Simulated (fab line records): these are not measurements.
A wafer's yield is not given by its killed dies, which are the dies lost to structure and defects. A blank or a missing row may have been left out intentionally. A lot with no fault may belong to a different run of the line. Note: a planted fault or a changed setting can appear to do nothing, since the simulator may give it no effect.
Matching of chambers + flow n5 finfet + N5_BEOL_M11_DESCUM_16 on rie diel-06: 3 sister chambers
The step chemistry O2, time 7.9 s. 16 wafers are shown with their chamber, then 4 later ones without.

WAFERS, EACH WITH ITS CHAMBER
| wafer  | chamber | oes product au (a.u.) | throttle valve pct (%) | drypump motor current A (A) |
|--------|---------|-----------------------|------------------------|-----------------------------|
| L074.3 | 1       | 0.83                  | 20.32                  | 5.9                         |
| L074.4 | 3       | 0.78                  | 20.43                  | 6.3                         |
| L074.5 | 1       | 0.83                  | 20.32                  | 5.9                         |
| L075.2 | 1       | 0.82                  | 20.33                  | 5.9                         |
| L075.5 | 3       | 0.78                  | 20.42                  | 6.3                         |
| L075.6 | 2       | 0.70                  | 20.50                  | 6.4                         |
| L076.1 | 3       | 0.78                  | 20.44                  | 6.3                         |
| L076.4 | 3       | 0.78                  | 20.45                  | 6.3                         |
| L076.6 | 2       | 0.70                  | 20.51                  | 6.3                         |
| L080.3 | 1       | 0.80                  | 20.34                  | 5.8                         |
| L080.4 | 2       | 0.69                  | 20.52                  | 6.4                         |
| L080.5 | 2       | 0.70                  | 20.52                  | 6.4                         |
| L079.3 | 1       | 0.82                  | 20.34                  | 5.9                         |
| L079.4 | 2       | 0.70                  | 20.50                  | 6.3                         |
| L079.6 | 3       | 0.78                  | 20.45                  | 6.3                         |
| L085.1 | 2       | 0.69                  | 20.53                  | 6.3                         |

SIGNATURES (averages over the wafers above)
| reading                 | chamber 1 | chamber 2 | chamber 3 | scatter within a chamber |
|-------------------------|-----------|-----------|-----------|--------------------------|
| oes product au          | 0.8200    | 0.6967    | 0.7800    | 0.00751                  |
| throttle valve pct      | 20.3300   | 20.5133   | 20.4380   | 0.0118                   |
| drypump motor current A | 5.880     | 6.350     | 6.300     | 0.0421                   |
Rule: a wafer's distance from a chamber is the root of the sum, over the readings, of the square of ((its reading less the chamber's mean) divided by the reading's scatter). The wafer belongs to the nearest chamber; if the next one is less than 2 further off, it can't be placed. The scatter is the square root of a quotient: the sum, over the shown wafers, of each reading's squared deviation from its chamber's mean, divided by wafers minus chambers.

WAFERS WITH NO CHAMBER GIVEN
| wafer  | oes product au (a.u.) | throttle valve pct (%) | drypump motor current A (A) |
|--------|-----------------------|------------------------|-----------------------------|
| L094.2 | 0.78                  | 20.38                  | 5.9                         |
| L094.3 | 0.74                  | 20.47                  | 6.3                         |
| L095.1 | 0.68                  | 20.55                  | 6.4                         |
| L095.3 | 0.78                  | 20.39                  | 5.9                         |

CHAMBER TAKEN BY EACH
| wafer  | from the rows above     | in truth |
|--------|-------------------------|----------|
| L094.2 | 1                       | 1        |
| L094.3 | can't be placed: 3 or 2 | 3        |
| L095.1 | 2                       | 2        |
| L095.3 | 1                       | 1        |
Correctly placed: 3 of 4. From these rows, 1 cannot be placed; in 1 the true chamber is one of the candidates. Placed wrongly: 0.
